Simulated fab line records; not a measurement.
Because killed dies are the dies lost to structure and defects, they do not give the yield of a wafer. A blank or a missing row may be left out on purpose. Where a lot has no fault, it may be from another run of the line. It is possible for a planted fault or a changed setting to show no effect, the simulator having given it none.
Matching of chambers | flow nand-harc | 4 sister chambers for NHARC_P_M2_ETCH_35 on rie-diel-10
The step etches the open film in N2/H2, target depth 40 nm, overetch 12 nm, time 43.94 s. 22 wafers are shown with their chamber, then 11 later ones without.

== WAFERS PAIRED WITH THEIR CHAMBERS ==
wafer  | chamber | rf-vpp-V (V) | rf-fwd-power-W (W) | throttle-valve-pct (%)
L123.1 | 2       | 429.8        | 393.3              | 14.159
L123.3 | 1       | 432.9        | 394.8              | 14.150
L123.4 | 3       | 430.7        | 394.7              | 14.180
L122.1 | 1       | 432.4        | 394.3              | 14.171
L122.2 | 0       | 431.4        | 396.5              | 14.175
L122.3 | 3       | 430.5        | 395.5              | 14.173
L125.2 | 2       | 430.6        | 393.0              | 14.181
L125.5 | 1       | 432.9        | 396.6              | 14.165
L125.6 | 0       | 430.3        | 396.7              | 14.192
L124.3 | 0       | 431.5        | 395.9              | 14.160
L124.5 | 0       | 431.1        | 394.5              | 14.159
L124.6 | 1       | 431.6        | 394.5              | 14.163
L133.1 | 0       | 431.2        | 394.8              | 14.173
L133.3 | 1       | 433.0        | 395.6              | 14.163
L133.6 | 3       | 431.4        | 395.5              | 14.167
L135.1 | 1       | 431.7        | 394.8              | 14.179
L135.2 | 0       | 432.0        | 395.8              | 14.187
L135.4 | 3       | 429.7        | 392.1              | 14.172
L140.1 | 1       | 430.4        | 395.9              | 14.164
L140.2 | 2       | 429.3        | 394.8              | 14.180
L140.6 | 0       | 432.7        | 396.7              | 14.168
L141.3 | 0       | 430.2        | 396.0              | 14.170

SIGNATURES (means of the wafers above)
reading            | chamber 0 | chamber 1 | chamber 2 | chamber 3 | scatter within a chamber
rf-vpp-V           | 431.300   | 432.129   | 429.900   | 430.575   | 0.835
rf-fwd-power-W     | 395.863   | 395.214   | 393.700   | 394.450   | 1.02
throttle-valve-pct | 14.17300  | 14.16500  | 14.17333  | 14.17300  | 0.0101
Rule: distance of a wafer from a chamber = root of the sum over the readings of ((wafer's reading minus chamber's mean) / reading's scatter) squared. If the next closest chamber is less than 2 further off than the closest, the wafer can't be placed; otherwise it belongs to the closest. The scatter: the root of (the sum of the squares of (reading less its chamber's mean) over the shown wafers, divided by (wafers less chambers)).

== WAFERS MISSING THEIR CHAMBER ==
wafer  | rf-vpp-V (V) | rf-fwd-power-W (W) | throttle-valve-pct (%)
L141.4 | 431.1        | 396.4              | 14.171
L141.5 | 431.3        | 394.2              | 14.182
L142.3 | 430.6        | 393.0              | 14.177
L142.4 | 432.1        | 393.8              | 14.182
L142.6 | 431.3        | 396.1              | 14.187
L143.1 | 428.8        | 393.1              | 14.173
L143.4 | 430.8        | 398.3              | 14.167
L143.6 | 430.9        | 395.6              | 14.181
L144.1 | 430.9        | 393.0              | 14.170
L144.3 | 430.3        | 393.8              | 14.173
L144.4 | 430.9        | 397.7              | 14.156

== WHICH CHAMBER EACH ONE RAN IN ==
wafer  | from the rows above               | in truth
L141.4 | can't be placed: 0 or 1 or 3      | 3
L141.5 | can't be placed: 3 or 0 or 2 or 1 | 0
L142.3 | can't be placed: 2 or 3 or 0 or 1 | 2
L142.4 | can't be placed: 3 or 1 or 0 or 2 | 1
L142.6 | can't be placed: 0 or 3 or 1 or 2 | 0
L143.1 | can't be placed: 2 or 3           | 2
L143.4 | can't be placed: 0 or 1 or 3      | 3
L143.6 | can't be placed: 0 or 3 or 1 or 2 | 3
L144.1 | can't be placed: 2 or 3 or 1 or 0 | 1
L144.3 | can't be placed: 2 or 3 or 0      | 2
L144.4 | can't be placed: 0 or 1 or 3 or 2 | 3
Correctly placed: 0 of 11. From these rows, 11 cannot be placed; in 11 the true chamber is one of the candidates. Number placed wrongly: 0.
